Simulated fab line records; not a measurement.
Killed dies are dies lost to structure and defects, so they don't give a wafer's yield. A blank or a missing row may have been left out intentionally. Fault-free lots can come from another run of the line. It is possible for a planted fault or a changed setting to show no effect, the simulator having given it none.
A single fault, viewed from 2 desks :: flow n5-finfet :: only its own numbers are on each desk; what lay behind them is given at the end

## TOOL OWNER'S DESK, ald-metal-03
The tool's own readings at N5_BEOL_M0_ALD_136 (deposits TaN, pulse time 2 s, purge time 3 s, co reactant purge time 2 s): means of the sampled wafers that have a number, for each lot that ran on this tool. If a lot's mean is further than 4 standard deviations from the usual mean, the lot is out of limits and carries the mark OUT (the distance appears in the brackets).
Columns: A = heater-power-outer-w at N5_BEOL_M0_ALD_136, usual 226 W; B = heater-power-w at N5_BEOL_M0_ALD_136, usual 417 W
lot: L186
first seen here: day 7 23:55
A: 196
B: 373

lot: L190
first seen here: day 9 03:38
A: 195
B: 344

lot: L191
first seen here: day 9 10:08
A: 187
B: 342

lot: L193
first seen here: day 9 17:45
A: 195
B: 363
This desk's finding: nothing out of limits on any of the 4 lots.

## FROM THE METROLOGY DESK
What the gauges read for every lot (on any tool): the sampled wafers with a number, averaged. If a lot's mean is further than 4 standard deviations from the usual mean, the lot is out of limits and carries the mark OUT (the distance appears in the brackets). 7 of its 10 readings are shown, namely those furthest out on some lot.
Columns: A = DIBL_N at N5_BEOL_M4_RC_MEAS_101, usual 36.4 mV/V; B = DIBL_P at N5_BEOL_M4_RC_MEAS_101, usual 36.4 mV/V; C = ION_N at N5_BEOL_M4_RC_MEAS_101, usual 680 uA/um; D = ION_P at N5_BEOL_M4_RC_MEAS_101, usual 465 uA/um; E = SS_N at N5_BEOL_M4_RC_MEAS_101, usual 71.5 mV/dec; F = VT_N at N5_BEOL_M4_RC_MEAS_101, usual 249 mV; G = VT_P at N5_BEOL_M4_RC_MEAS_101, usual -250 mV
lot: L179
first seen here: day 8 13:37
A: 36.4
B: 37.9
C: 688
D: 472
E: 71.5
F: 248
G: -249

lot: L182
first seen here: day 9 17:30
A: 36.7
B: 37.3
C: 674
D: 459
E: 71.5
F: 251
G: -252

lot: L185
first seen here: day 9 23:12
A: 35.6
B: 35.7
C: 686
D: 466
E: 71.6
F: 250
G: -253

lot: L184
first seen here: day 10 00:14
A: 35.3
B: 36.3
C: 678
D: 466
E: 71.7
F: 248
G: -251

lot: L186
first seen here: day 10 02:14
A: 38.3
B: 39.3
C: 693
D: 474
E: 71.9
F: 248
G: -249

lot: L190
first seen here: day 11 12:10
A: 36.9
B: 36.1
C: 689
D: 473
E: 71.7
F: 246
G: -246

lot: L191
first seen here: day 11 16:40
A: 36.2
B: 37.0
C: 672
D: 458
E: 70.8
F: 254
G: -255

lot: L192
first seen here: day 11 20:44
A: 33.8
B: 34.6
C: 663
D: 461
E: 71.1
F: 252
G: -251

lot: L193
first seen here: day 12 04:37
A: 35.7
B: 36.3
C: 680
D: 468
E: 70.7
F: 252
G: -252
This desk's finding: nothing out of limits on any of the 9 lots.

## PUT TOGETHER
Nothing out of limits was seen by the tool owner's desk.
At the metrology desk, nothing out of limits was observed.

## WHAT THE SIMULATOR HAD PUT IN
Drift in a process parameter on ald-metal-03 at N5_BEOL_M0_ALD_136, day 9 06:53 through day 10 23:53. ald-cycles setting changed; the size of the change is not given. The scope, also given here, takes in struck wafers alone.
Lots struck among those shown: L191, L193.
